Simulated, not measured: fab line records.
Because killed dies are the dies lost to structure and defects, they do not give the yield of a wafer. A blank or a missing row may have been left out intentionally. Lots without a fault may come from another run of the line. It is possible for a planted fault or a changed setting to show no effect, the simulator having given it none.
fab line records / flow n5Finfet
[record] lots = 5 wafers = 15 lastDay = 18
route steps=1938 shown BEOL_M4@1094
lots that met no fault: from a run of the same line without faults
startH: hours from the record's opening day to when the first of the lot's shown wafers began / waitH: hours from the lot's prior step to this one / " same as the row above / L1.1+2: a row that stands for several wafers / - value missing, or start not given / * or withheld: withheld / < > ~ a bound
route shown NAME@n: names a module that has steps shown in the file, with the first one's number in the route / usual: the fault-free wafers' mean and standard deviation / same: alike in all rows / chamber/n: place in a boat / sites: readings site by site / _std_site: their standard deviation / _edge_site: mean of outer sites minus mean of inner sites / radiusMm: for every site, how far away it sits from the centre of the wafer / mask NAME#n: copy n / behind: the most recent tool/chamber to have shaped the wafer / hold: what put the lot on hold/how long, in hours/how the hold closed / device: the transistor (n, p or np) that didn't switch / end of line: at the end of the route, the tests of the same wafers / step lacking rows: just its recipe / killed: dies that structure and defects cost at the first sort, which is not the same as the wafer's yield / map: a wafer's dies, x killed, . not, _ none there
set.NAME: the setting as run; set.NAME@STEP: as run at that earlier step / model.NAME: the simulator's own value behind a step, which no gauge read
a table for each step, a row for each wafer; lots at some steps of the route
services: when a tool's chamber went out of use (startH, in hours from the record's first day, below 0 if earlier), for how many hours, and the reason
[[steps]]
[step N5_BEOL_M4_SPUTTER_90]
[recipe] material = Cu targetThkA = 45 tempC = -20 chamberPressurePa = 0.07 powerW = withheld timeS = 8.29
[usual] chuckSensorTempC = -15.9/0.41 throttleValvePct = 30.6/0.77
lot.wafer=L295.2 tool=pvdSputter-02 chamber=- startH=196.54 waitH=0.1 chuckSensorTempC=-15.7 throttleValvePct=30.8
lot.wafer=L295.4 tool=pvdSputter-02 chamber=- startH=196.54 waitH=0.1 chuckSensorTempC=-16.6 throttleValvePct=30.6
lot.wafer=L295.6 tool=pvdSputter-02 chamber=- startH=196.54 waitH=0.1 chuckSensorTempC=-15.5 throttleValvePct=30.0
lot.wafer=L300.1 tool=pvdSputter-01 chamber=- startH=224.10 waitH=0.1 chuckSensorTempC=-15.7 throttleValvePct=31.4
lot.wafer=L300.3 tool=pvdSputter-01 chamber=- startH=224.10 waitH=0.1 chuckSensorTempC=-16.1 throttleValvePct=30.2
lot.wafer=L300.5 tool=pvdSputter-01 chamber=- startH=224.10 waitH=0.1 chuckSensorTempC=-15.8 throttleValvePct=31.7
lot.wafer=L303.1 tool=pvdSputter-02 chamber=- startH=249.45 waitH=0.1 chuckSensorTempC=-15.2 throttleValvePct=29.8
lot.wafer=L303.2 tool=pvdSputter-02 chamber=- startH=249.45 waitH=0.1 chuckSensorTempC=-15.6 throttleValvePct=30.8
lot.wafer=L303.4 tool=pvdSputter-02 chamber=- startH=249.45 waitH=0.1 chuckSensorTempC=-16.8 throttleValvePct=30.3
lot.wafer=L308.2 tool=pvdSputter-02 chamber=- startH=276.97 waitH=0.1 chuckSensorTempC=-15.9 throttleValvePct=30.3
lot.wafer=L308.3 tool=pvdSputter-02 chamber=- startH=276.97 waitH=0.1 chuckSensorTempC=-16.7 throttleValvePct=30.7
lot.wafer=L308.4 tool=pvdSputter-02 chamber=- startH=276.97 waitH=0.1 chuckSensorTempC=-15.1 throttleValvePct=29.6
lot.wafer=L315.2 tool=pvdSputter-02 chamber=- startH=324.21 waitH=0.1 chuckSensorTempC=-15.2 throttleValvePct=29.9
lot.wafer=L315.3 tool=pvdSputter-02 chamber=- startH=324.21 waitH=0.1 chuckSensorTempC=-16.2 throttleValvePct=30.2
lot.wafer=L315.6 tool=pvdSputter-02 chamber=- startH=324.21 waitH=0.1 chuckSensorTempC=-15.8 throttleValvePct=30.7
[step N5_BEOL_M4_ANNEAL_91]
[recipe] tempC = 400 timeS = 240 ambient = vacuum
[step N5_BEOL_M4_SPUTTER_92]
[recipe] material = Cu targetThkA = 45 tempC = -20 chamberPressurePa = 0.07 powerW = withheld timeS = 8.29
[step N5_BEOL_M4_ANNEAL_93]
[recipe] tempC = 400 timeS = 240 ambient = vacuum
[usual] heaterPowerW = 838/55
lot.wafer=L295.2 tool=pvdSputter-02 chamber=- startH=196.84 waitH=0.0 heaterPowerW=824
lot.wafer=L295.4 tool=pvdSputter-02 chamber=- startH=196.84 waitH=0.0 heaterPowerW=897
lot.wafer=L295.6 tool=pvdSputter-02 chamber=- startH=196.84 waitH=0.0 heaterPowerW=783
lot.wafer=L300.1 tool=pvdSputter-01 chamber=- startH=224.40 waitH=0.0 heaterPowerW=827
lot.wafer=L300.3 tool=pvdSputter-01 chamber=- startH=224.40 waitH=0.0 heaterPowerW=864
lot.wafer=L300.5 tool=pvdSputter-01 chamber=- startH=224.40 waitH=0.0 heaterPowerW=742
lot.wafer=L303.1 tool=pvdSputter-02 chamber=- startH=249.75 waitH=0.0 heaterPowerW=802
lot.wafer=L303.2 tool=pvdSputter-02 chamber=- startH=249.75 waitH=0.0 heaterPowerW=829
lot.wafer=L303.4 tool=pvdSputter-02 chamber=- startH=249.75 waitH=0.0 heaterPowerW=903
lot.wafer=L308.2 tool=pvdSputter-02 chamber=- startH=277.27 waitH=0.0 heaterPowerW=828
lot.wafer=L308.3 tool=pvdSputter-02 chamber=- startH=277.27 waitH=0.0 heaterPowerW=924
lot.wafer=L308.4 tool=pvdSputter-02 chamber=- startH=277.27 waitH=0.0 heaterPowerW=778
lot.wafer=L315.2 tool=pvdSputter-02 chamber=- startH=324.51 waitH=0.0 heaterPowerW=797
lot.wafer=L315.3 tool=pvdSputter-02 chamber=- startH=324.51 waitH=0.0 heaterPowerW=837
lot.wafer=L315.6 tool=pvdSputter-02 chamber=- startH=324.51 waitH=0.0 heaterPowerW=828
[step N5_BEOL_M4_SPUTTER_94]
[recipe] material = Cu targetThkA = 45 tempC = -20 chamberPressurePa = 0.07 powerW = withheld timeS = 8.29
[usual] chuckSensorTempC = -15.9/0.41 throttleValvePct = 30.6/0.75
lot.wafer=L295.2 tool=pvdSputter-02 chamber=- startH=196.98 waitH=0.1 chuckSensorTempC=-15.8 throttleValvePct=30.3
lot.wafer=L295.4 tool=pvdSputter-02 chamber=- startH=196.98 waitH=0.1 chuckSensorTempC=-16.6 throttleValvePct=30.3
lot.wafer=L295.6 tool=pvdSputter-02 chamber=- startH=196.98 waitH=0.1 chuckSensorTempC=-15.3 throttleValvePct=29.8
lot.wafer=L300.1 tool=pvdSputter-01 chamber=- startH=224.54 waitH=0.1 chuckSensorTempC=-15.6 throttleValvePct=31.2
lot.wafer=L300.3 tool=pvdSputter-01 chamber=- startH=224.54 waitH=0.1 chuckSensorTempC=-16.0 throttleValvePct=30.5
lot.wafer=L300.5 tool=pvdSputter-01 chamber=- startH=224.54 waitH=0.1 chuckSensorTempC=-15.8 throttleValvePct=31.7
lot.wafer=L303.1 tool=pvdSputter-02 chamber=- startH=249.89 waitH=0.1 chuckSensorTempC=-15.2 throttleValvePct=29.9
lot.wafer=L303.2 tool=pvdSputter-02 chamber=- startH=249.89 waitH=0.1 chuckSensorTempC=-15.5 throttleValvePct=30.7
lot.wafer=L303.4 tool=pvdSputter-02 chamber=- startH=249.89 waitH=0.1 chuckSensorTempC=-16.8 throttleValvePct=30.6
lot.wafer=L308.2 tool=pvdSputter-02 chamber=- startH=277.41 waitH=0.1 chuckSensorTempC=-16.2 throttleValvePct=30.6
lot.wafer=L308.3 tool=pvdSputter-02 chamber=- startH=277.41 waitH=0.1 chuckSensorTempC=-16.8 throttleValvePct=30.7
lot.wafer=L308.4 tool=pvdSputter-02 chamber=- startH=277.41 waitH=0.1 chuckSensorTempC=-15.4 throttleValvePct=30.3
lot.wafer=L315.2 tool=pvdSputter-02 chamber=- startH=324.65 waitH=0.1 chuckSensorTempC=-15.4 throttleValvePct=30.0
lot.wafer=L315.3 tool=pvdSputter-02 chamber=- startH=324.65 waitH=0.1 chuckSensorTempC=-16.0 throttleValvePct=30.7
lot.wafer=L315.6 tool=pvdSputter-02 chamber=- startH=324.65 waitH=0.1 chuckSensorTempC=-16.1 throttleValvePct=30.4
[step N5_BEOL_M4_ANNEAL_95]
[recipe] tempC = 400 timeS = 240 ambient = vacuum
[usual] heaterPowerW = 837/55
lot.wafer=L295.2 tool=pvdSputter-02 chamber=- startH=197.06 waitH=0.0 heaterPowerW=813
lot.wafer=L295.4 tool=pvdSputter-02 chamber=- startH=197.06 waitH=0.0 heaterPowerW=907
lot.wafer=L295.6 tool=pvdSputter-02 chamber=- startH=197.06 waitH=0.0 heaterPowerW=761
lot.wafer=L300.1 tool=pvdSputter-01 chamber=- startH=224.62 waitH=0.0 heaterPowerW=842
lot.wafer=L300.3 tool=pvdSputter-01 chamber=- startH=224.62 waitH=0.0 heaterPowerW=893
lot.wafer=L300.5 tool=pvdSputter-01 chamber=- startH=224.62 waitH=0.0 heaterPowerW=751
lot.wafer=L303.1 tool=pvdSputter-02 chamber=- startH=249.97 waitH=0.0 heaterPowerW=775
lot.wafer=L303.2 tool=pvdSputter-02 chamber=- startH=249.97 waitH=0.0 heaterPowerW=811
lot.wafer=L303.4 tool=pvdSputter-02 chamber=- startH=249.97 waitH=0.0 heaterPowerW=908
lot.wafer=L308.2 tool=pvdSputter-02 chamber=- startH=277.49 waitH=0.0 heaterPowerW=833
lot.wafer=L308.3 tool=pvdSputter-02 chamber=- startH=277.49 waitH=0.0 heaterPowerW=884
lot.wafer=L308.4 tool=pvdSputter-02 chamber=- startH=277.49 waitH=0.0 heaterPowerW=758
lot.wafer=L315.2 tool=pvdSputter-02 chamber=- startH=324.73 waitH=0.0 heaterPowerW=772
lot.wafer=L315.3 tool=pvdSputter-02 chamber=- startH=324.73 waitH=0.0 heaterPowerW=846
lot.wafer=L315.6 tool=pvdSputter-02 chamber=- startH=324.73 waitH=0.0 heaterPowerW=851
[step N5_BEOL_M4_SPUTTER_96]
[recipe] material = Cu targetThkA = 45 tempC = -20 chamberPressurePa = 0.07 powerW = withheld timeS = 8.29
[step N5_BEOL_M4_ECD_50]
[recipe] material = Cu targetThkA = 3000
[step N5_BEOL_M4_ANNEAL_51]
[recipe] tempC = 225 timeS = 90 ambient = N2
[usual] wafer_temp_C_max = 225.85/0.24
lot.wafer=L295.2 tool=rtpAnneal-02 chamber=0 startH=197.44 waitH=0.1 wafer_temp_C_max=225.76
lot.wafer=L295.4 tool=rtpAnneal-02 chamber=0 startH=197.44 waitH=0.1 wafer_temp_C_max=225.52
lot.wafer=L295.6 tool=rtpAnneal-02 chamber=0 startH=197.44 waitH=0.1 wafer_temp_C_max=225.65
lot.wafer=L300.1 tool=rtpAnneal-01 chamber=0 startH=224.95 waitH=0.1 wafer_temp_C_max=225.93
lot.wafer=L300.3 tool=rtpAnneal-01 chamber=0 startH=224.95 waitH=0.1 wafer_temp_C_max=226.21
lot.wafer=L300.5 tool=rtpAnneal-01 chamber=0 startH=224.95 waitH=0.1 wafer_temp_C_max=225.92
lot.wafer=L303.1 tool=rtpAnneal-01 chamber=0 startH=250.31 waitH=0.1 wafer_temp_C_max=225.93
lot.wafer=L303.2 tool=rtpAnneal-01 chamber=0 startH=250.31 waitH=0.1 wafer_temp_C_max=225.96
lot.wafer=L303.4 tool=rtpAnneal-01 chamber=0 startH=250.31 waitH=0.1 wafer_temp_C_max=225.78
lot.wafer=L308.2 tool=rtpAnneal-02 chamber=0 startH=277.87 waitH=0.1 wafer_temp_C_max=225.65
lot.wafer=L308.3 tool=rtpAnneal-02 chamber=0 startH=277.87 waitH=0.1 wafer_temp_C_max=225.53
lot.wafer=L308.4 tool=rtpAnneal-02 chamber=0 startH=277.87 waitH=0.1 wafer_temp_C_max=226.15
lot.wafer=L315.2 tool=rtpAnneal-01 chamber=0 startH=325.11 waitH=0.1 wafer_temp_C_max=225.97
lot.wafer=L315.3 tool=rtpAnneal-01 chamber=0 startH=325.11 waitH=0.1 wafer_temp_C_max=226.18
lot.wafer=L315.6 tool=rtpAnneal-01 chamber=0 startH=325.11 waitH=0.1 wafer_temp_C_max=226.40
[step N5_BEOL_M4_CMP_52]
[recipe] stopOn = SiOC tOverpolishS = 6.8 downForcePsi = 1 platenRpm = 50 clearingPlatenDownForcePsi = 1.5 clearingPlatenRpm = 50 postCmpClean = cuAlkaline targetThkNm = 40 clearingPlatenPadVelocityMS = 0.99484 padVelocityMS = 0.99484
[step N5_BEOL_M4_THK_MEAS_53]
[recipe] thkMeasGauge = xrf reads = Cu_of_BEOL_M4_ECD_50
[usual] M4_THK = 40.5/1.8
lot.wafer=L295.2 tool=filmMetro-01 chamber=- startH=197.98 waitH=- M4_THK[nm]=39.7
lot.wafer=L295.4 tool=filmMetro-01 chamber=- startH=197.98 waitH=- M4_THK[nm]=42.3
lot.wafer=L295.6 tool=filmMetro-01 chamber=- startH=197.98 waitH=- M4_THK[nm]=43.3
lot.wafer=L300.1 tool=filmMetro-02 chamber=- startH=225.56 waitH=- M4_THK[nm]=42.3
lot.wafer=L300.3 tool=filmMetro-02 chamber=- startH=225.56 waitH=- M4_THK[nm]=40.5
lot.wafer=L300.5 tool=filmMetro-02 chamber=- startH=225.56 waitH=- M4_THK[nm]=42.4
lot.wafer=L303.1 tool=filmMetro-02 chamber=- startH=250.90 waitH=- M4_THK[nm]=41.4
lot.wafer=L303.2 tool=filmMetro-02 chamber=- startH=250.90 waitH=- M4_THK[nm]=37.7
lot.wafer=L303.4 tool=filmMetro-02 chamber=- startH=250.90 waitH=- M4_THK[nm]=42.0
lot.wafer=L308.2 tool=filmMetro-01 chamber=- startH=278.52 waitH=- M4_THK[nm]=37.9
lot.wafer=L308.3 tool=filmMetro-01 chamber=- startH=278.52 waitH=- M4_THK[nm]=42.5
lot.wafer=L308.4 tool=filmMetro-01 chamber=- startH=278.52 waitH=- M4_THK[nm]=39.7
lot.wafer=L315.2 tool=filmMetro-02 chamber=- startH=325.66 waitH=- M4_THK[nm]=38.5
lot.wafer=L315.3 tool=filmMetro-02 chamber=- startH=325.66 waitH=- M4_THK[nm]=37.3
lot.wafer=L315.6 tool=filmMetro-02 chamber=- startH=325.66 waitH=- M4_THK[nm]=40.0
[step N5_BEOL_M4_PRE_CLEAN_60]
[recipe] gas = NH3/H2 timeS = 15 tempC = * rfPowerW = 300
[step N5_BEOL_M4_CO_CAP_55]
[recipe] material = Co targetThkA = 20 tempC = 200 precursor = CCTBA/H2 pressureTorr = 30 timeS = 102.1
[usual] chamberPressureTorr = 30.01/0.055 heaterPowerW = 246/32 runLengthS = 125.1/0.71
lot.wafer=L295.2 tool=cvdCo-02 chamber=0 startH=198.06 waitH=0.0 chamberPressureTorr=29.95 heaterPowerW=201 runLengthS=125.2 model.Co_of_BEOL_M4_CO_CAP_55.thkNm=1.8
lot.wafer=L295.4 tool=cvdCo-02 chamber=1 startH=198.06 waitH=0.0 chamberPressureTorr=30.05 heaterPowerW=290 runLengthS=123.7 model.Co_of_BEOL_M4_CO_CAP_55.thkNm=1.8
lot.wafer=L295.6 tool=cvdCo-02 chamber=0 startH=198.06 waitH=0.0 chamberPressureTorr=30.00 heaterPowerW=202 runLengthS=125.3 model.Co_of_BEOL_M4_CO_CAP_55.thkNm=2
lot.wafer=L300.1 tool=cvdCo-01 chamber=0 startH=225.64 waitH=0.0 chamberPressureTorr=30.03 heaterPowerW=288 runLengthS=124.8 model.Co_of_BEOL_M4_CO_CAP_55.thkNm=2
lot.wafer=L300.3 tool=cvdCo-01 chamber=2 startH=225.64 waitH=0.0 chamberPressureTorr=29.89 heaterPowerW=234 runLengthS=124.8 model.Co_of_BEOL_M4_CO_CAP_55.thkNm=1.8
lot.wafer=L300.5 tool=cvdCo-01 chamber=2 startH=225.64 waitH=0.0 chamberPressureTorr=30.02 heaterPowerW=232 runLengthS=125.5 model.Co_of_BEOL_M4_CO_CAP_55.thkNm=1.8
lot.wafer=L303.1 tool=cvdCo-01 chamber=0 startH=250.98 waitH=0.0 chamberPressureTorr=30.06 heaterPowerW=286 runLengthS=124.3 model.Co_of_BEOL_M4_CO_CAP_55.thkNm=2
lot.wafer=L303.2 tool=cvdCo-01 chamber=1 startH=250.98 waitH=0.0 chamberPressureTorr=29.99 heaterPowerW=217 runLengthS=125.8 model.Co_of_BEOL_M4_CO_CAP_55.thkNm=1.6
lot.wafer=L303.4 tool=cvdCo-01 chamber=0 startH=250.98 waitH=0.0 chamberPressureTorr=30.03 heaterPowerW=285 runLengthS=125.5 model.Co_of_BEOL_M4_CO_CAP_55.thkNm=1.8
lot.wafer=L308.2 tool=cvdCo-02 chamber=0 startH=278.60 waitH=0.0 chamberPressureTorr=29.99 heaterPowerW=207 runLengthS=125.2 model.Co_of_BEOL_M4_CO_CAP_55.thkNm=2.2
lot.wafer=L308.3 tool=cvdCo-02 chamber=2 startH=278.60 waitH=0.0 chamberPressureTorr=29.89 heaterPowerW=242 runLengthS=158.9 model.Co_of_BEOL_M4_CO_CAP_55.thkNm=3
lot.wafer=L308.4 tool=cvdCo-02 chamber=0 startH=278.60 waitH=0.0 chamberPressureTorr=29.97 heaterPowerW=206 runLengthS=125.3 model.Co_of_BEOL_M4_CO_CAP_55.thkNm=2.2
lot.wafer=L315.2 tool=cvdCo-01 chamber=2 startH=325.77 waitH=0.0 chamberPressureTorr=29.98 heaterPowerW=234 runLengthS=124.8 model.Co_of_BEOL_M4_CO_CAP_55.thkNm=2
lot.wafer=L315.3 tool=cvdCo-01 chamber=1 startH=325.77 waitH=0.0 chamberPressureTorr=29.95 heaterPowerW=215 runLengthS=126.3 model.Co_of_BEOL_M4_CO_CAP_55.thkNm=1.8
lot.wafer=L315.6 tool=cvdCo-01 chamber=0 startH=325.77 waitH=0.0 chamberPressureTorr=29.95 heaterPowerW=297 runLengthS=124.8 model.Co_of_BEOL_M4_CO_CAP_55.thkNm=1.8
[step N5_BEOL_M4_PRE_CLEAN_56]
[recipe] gas = NH3 timeS = 15 tempC = withheld rfPowerW = 300
[step N5_BEOL_M4_RC_MEAS_101]
[usual] DIBL_N = 35.4/2.1 DIBL_P = 34.8/2.6 IOFF_N = 0.15/0.037 IOFF_P = 0.19/0.037 ION_N = 677/16 ION_P = 462/9.3 SS_N = 71.4/0.75 SS_P = 72.9/0.77 VT_N = 250/3.7 VT_P = -251/3.5
lot.wafer=L295.2 tool=prober-02 chamber=0 startH=198.60 waitH=0.3 DIBL_N[mV/V]=38.4 DIBL_P[mV/V]=39.8 IOFF_N[nA/um]=0.20 IOFF_P[nA/um]=0.25 ION_N[uA/um]=699 ION_P[uA/um]=473 SS_N[mV/dec]=72.0 SS_P[mV/dec]=73.6 VT_N[mV]=247 VT_P[mV]=-249
lot.wafer=L295.4 tool=prober-02 chamber=0 startH=198.60 waitH=0.3 DIBL_N[mV/V]=33.5 DIBL_P[mV/V]=34.8 IOFF_N[nA/um]=0.13 IOFF_P[nA/um]=0.17 ION_N[uA/um]=679 ION_P[uA/um]=465 SS_N[mV/dec]=70.9 SS_P[mV/dec]=72.8 VT_N[mV]=254 VT_P[mV]=-252
lot.wafer=L295.6 tool=prober-02 chamber=0 startH=198.60 waitH=0.3 DIBL_N[mV/V]=31.5 DIBL_P[mV/V]=30.8 IOFF_N[nA/um]=0.09 IOFF_P[nA/um]=0.12 ION_N[uA/um]=658 ION_P[uA/um]=453 SS_N[mV/dec]=69.6 SS_P[mV/dec]=71.7 VT_N[mV]=254 VT_P[mV]=-258
lot.wafer=L300.1 tool=prober-01 chamber=0 startH=225.90 waitH=0.0 DIBL_N[mV/V]=34.1 DIBL_P[mV/V]=34.0 IOFF_N[nA/um]=0.14 IOFF_P[nA/um]=0.21 ION_N[uA/um]=674 ION_P[uA/um]=470 SS_N[mV/dec]=71.2 SS_P[mV/dec]=72.5 VT_N[mV]=248 VT_P[mV]=-249
lot.wafer=L300.3 tool=prober-01 chamber=0 startH=225.90 waitH=0.0 DIBL_N[mV/V]=33.8 DIBL_P[mV/V]=33.4 IOFF_N[nA/um]=0.12 IOFF_P[nA/um]=0.20 ION_N[uA/um]=660 ION_P[uA/um]=461 SS_N[mV/dec]=70.9 SS_P[mV/dec]=73.0 VT_N[mV]=255 VT_P[mV]=-249
lot.wafer=L300.5 tool=prober-01 chamber=0 startH=225.90 waitH=0.0 DIBL_N[mV/V]=32.5 DIBL_P[mV/V]=31.7 IOFF_N[nA/um]=0.11 IOFF_P[nA/um]=0.18 ION_N[uA/um]=666 ION_P[uA/um]=469 SS_N[mV/dec]=70.3 SS_P[mV/dec]=72.1 VT_N[mV]=252 VT_P[mV]=-249
lot.wafer=L303.1 tool=prober-02 chamber=0 startH=251.21 waitH=0.0 DIBL_N[mV/V]=35.4 DIBL_P[mV/V]=34.5 IOFF_N[nA/um]=0.16 IOFF_P[nA/um]=0.18 ION_N[uA/um]=686 ION_P[uA/um]=469 SS_N[mV/dec]=71.9 SS_P[mV/dec]=72.8 VT_N[mV]=250 VT_P[mV]=-249
lot.wafer=L303.2 tool=prober-02 chamber=0 startH=251.21 waitH=0.0 DIBL_N[mV/V]=36.9 DIBL_P[mV/V]=36.9 IOFF_N[nA/um]=0.18 IOFF_P[nA/um]=0.22 ION_N[uA/um]=691 ION_P[uA/um]=473 SS_N[mV/dec]=71.5 SS_P[mV/dec]=73.6 VT_N[mV]=247 VT_P[mV]=-248
lot.wafer=L303.4 tool=prober-02 chamber=0 startH=251.21 waitH=0.0 DIBL_N[mV/V]=37.4 DIBL_P[mV/V]=35.8 IOFF_N[nA/um]=0.16 IOFF_P[nA/um]=0.19 ION_N[uA/um]=667 ION_P[uA/um]=453 SS_N[mV/dec]=72.0 SS_P[mV/dec]=72.2 VT_N[mV]=250 VT_P[mV]=-251
lot.wafer=L308.2 tool=prober-01 chamber=0 startH=278.99 waitH=0.2 DIBL_N[mV/V]=38.0 DIBL_P[mV/V]=38.3 IOFF_N[nA/um]=0.19 IOFF_P[nA/um]=0.24 ION_N[uA/um]=682 ION_P[uA/um]=472 SS_N[mV/dec]=72.1 SS_P[mV/dec]=73.5 VT_N[mV]=248 VT_P[mV]=-247
lot.wafer=L308.3 tool=prober-01 chamber=0 startH=278.99 waitH=0.2 DIBL_N[mV/V]=34.9 DIBL_P[mV/V]=35.8 IOFF_N[nA/um]=0.13 IOFF_P[nA/um]=0.20 ION_N[uA/um]=669 ION_P[uA/um]=461 SS_N[mV/dec]=71.0 SS_P[mV/dec]=73.3 VT_N[mV]=251 VT_P[mV]=-250
lot.wafer=L308.4 tool=prober-01 chamber=0 startH=278.99 waitH=0.2 DIBL_N[mV/V]=38.2 DIBL_P[mV/V]=35.7 IOFF_N[nA/um]=0.21 IOFF_P[nA/um]=0.19 ION_N[uA/um]=662 ION_P[uA/um]=452 SS_N[mV/dec]=73.7 SS_P[mV/dec]=72.4 VT_N[mV]=251 VT_P[mV]=-252
lot.wafer=L315.2 tool=prober-02 chamber=0 startH=326.19 waitH=0.2 DIBL_N[mV/V]=36.8 DIBL_P[mV/V]=37.0 IOFF_N[nA/um]=0.18 IOFF_P[nA/um]=0.19 ION_N[uA/um]=703 ION_P[uA/um]=462 SS_N[mV/dec]=72.1 SS_P[mV/dec]=73.5 VT_N[mV]=248 VT_P[mV]=-252
lot.wafer=L315.3 tool=prober-02 chamber=0 startH=326.19 waitH=0.2 DIBL_N[mV/V]=34.6 DIBL_P[mV/V]=36.3 IOFF_N[nA/um]=0.15 IOFF_P[nA/um]=0.20 ION_N[uA/um]=689 ION_P[uA/um]=468 SS_N[mV/dec]=71.3 SS_P[mV/dec]=72.6 VT_N[mV]=247 VT_P[mV]=-252
lot.wafer=L315.6 tool=prober-02 chamber=0 startH=326.19 waitH=0.2 DIBL_N[mV/V]=33.5 DIBL_P[mV/V]=32.9 IOFF_N[nA/um]=0.12 IOFF_P[nA/um]=0.15 ION_N[uA/um]=680 ION_P[uA/um]=463 SS_N[mV/dec]=71.7 SS_P[mV/dec]=72.2 VT_N[mV]=251 VT_P[mV]=-256
[[services]]
tool=pvdSputter-02 chamber=- startH=288.91 hours=7.9 kind=repair
tool=pvdSputter-02 chamber=- startH=303.50 hours=6.2 kind=repair
[[key]]
[firstSign] step = N5_BEOL_M4_CO_CAP_55 reading = runLengthS direction = up sigmas = 48 usual = * struck = *
effect none on later readings
[modelEffect] step = N5_BEOL_M4_CO_CAP_55 value = Co_of_BEOL_M4_CO_CAP_55.thkNm without = 2.4 struck = 3
metAt N5_BEOL_M4_CO_CAP_55
struckWafers L308.3
[fault] kind = processParameterDrift tool = cvdCo-02 chamber = 2 onsetH = 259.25 steps = N5_BEOL_M4_CO_CAP_55 channel = timeS offset = * shape = step endH = 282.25 actsIn = * stated = *
